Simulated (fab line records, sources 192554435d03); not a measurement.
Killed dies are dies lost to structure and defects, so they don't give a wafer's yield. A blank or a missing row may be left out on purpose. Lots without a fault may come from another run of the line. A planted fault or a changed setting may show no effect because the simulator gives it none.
One fault seen from 2 desks | flow n5_finfet | each desk has only its own numbers; what lay behind them comes last

THE METROLOGY DESK
What the gauges read, lot by lot, whatever tool the lot ran on: means of the sampled wafers that have a number. A lot is out of limits, marked OUT, if its mean lies more than 4 standard deviations from the usual mean; the brackets give that distance. Of its 10 readings 7 are shown: those that lie furthest out on some lot.
Columns: A = DIBL_N at N5_BEOL_M4_RC_MEAS_101, usual 36.3 mV/V; B = ION_N at N5_BEOL_M4_RC_MEAS_101, usual 676 uA/um; C = ION_P at N5_BEOL_M4_RC_MEAS_101, usual 463 uA/um; D = SS_N at N5_BEOL_M4_RC_MEAS_101, usual 71.4 mV/dec; E = SS_P at N5_BEOL_M4_RC_MEAS_101, usual 73.3 mV/dec; F = VT_N at N5_BEOL_M4_RC_MEAS_101, usual 249.3 mV; G = VT_P at N5_BEOL_M4_RC_MEAS_101, usual -250.1 mV
lot  | first seen here | A    | B   | C   | D    | E    | F     | G
L657 | day 8 15:43     | 37.4 | 674 | 466 | 71.4 | 74.1 | 247.7 | -246.5
L658 | day 8 21:04     | 36.7 | 683 | 463 | 71.1 | 72.6 | 246.8 | -252.1
L660 | day 9 13:05     | 38.2 | 672 | 466 | 71.6 | 73.4 | 251.9 | -250.3
L661 | day 9 22:33     | 36.5 | 672 | 466 | 70.9 | 73.0 | 249.2 | -249.6
L666 | day 11 06:19    | 36.7 | 668 | 454 | 71.8 | 73.4 | 250.6 | -253.4
L667 | day 11 20:33    | 35.6 | 682 | 466 | 71.6 | 73.3 | 248.8 | -248.7
L672 | day 12 19:37    | 36.1 | 675 | 465 | 70.5 | 72.9 | 247.6 | -249.3
L675 | day 13 12:47    | 35.1 | 670 | 464 | 70.9 | 73.3 | 250.4 | -249.7
L676 | day 13 20:19    | 36.7 | 683 | 469 | 71.9 | 73.9 | 248.8 | -248.5
This desk's finding: nothing out of limits on any of the 9 lots.

THE TOOL OWNER'S DESK: rie_diel-02
The tool's own readings at N5_DUMMY_GATE_ETCH_29 (etches underlayer in N2/H2, target depth 13 nm): means of the sampled wafers that have a number, for each lot that ran on this tool. A lot is out of limits, marked OUT, if its mean lies more than 4 standard deviations from the usual mean; the brackets give that distance.
Columns: A = drypump_motor_current_A at N5_DUMMY_GATE_ETCH_29, usual 5.6 A; B = oes_product_au at N5_DUMMY_GATE_ETCH_29, usual 0.81 a.u.; C = rf_fwd_power_W at N5_DUMMY_GATE_ETCH_29, usual 832 W; D = rf_vpp_V at N5_DUMMY_GATE_ETCH_29, usual 525.0 V; E = showerhead_plenum_p_Torr at N5_DUMMY_GATE_ETCH_29, usual 2.58 Torr; F = throttle_valve_pct at N5_DUMMY_GATE_ETCH_29, usual 17.79 %
lot  | first seen here | A   | B    | C             | D                | E    | F
L657 | day 3 16:56     | 5.6 | 0.74 | 834           | 525.2            | 2.61 | 17.91
L658 | day 3 23:50     | 5.5 | 0.76 | 833           | 522.8            | 2.51 | 18.10
L667 | day 6 06:23     | 5.7 | 0.80 | 899 (+20) OUT | 511.8 (-5.8) OUT | 2.55 | 17.91
This desk's finding: out of limits on L667; first on L667, day 6 06:23 (rf_fwd_power_W at N5_DUMMY_GATE_ETCH_29). In limits: L657, L658.

PUT TOGETHER
The tool owner's desk could have raised an alarm at day 6 06:23, on L667.
The metrology desk saw nothing out of limits.
The metrology desk has L667 on record, within its limits.
Of the lots named, all ran N5_DUMMY_GATE_ETCH_29 on rie_diel-02.

WHAT THE SIMULATOR HAD PUT IN
Process parameter drift: rie_diel-02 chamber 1, from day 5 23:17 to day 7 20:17, at N5_DUMMY_GATE_ETCH_29. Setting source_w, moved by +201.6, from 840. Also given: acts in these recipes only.
Lots struck among those shown: L667.
Hours from the fault's start to each desk's first reading out of limits: the tool owner's desk, 7.
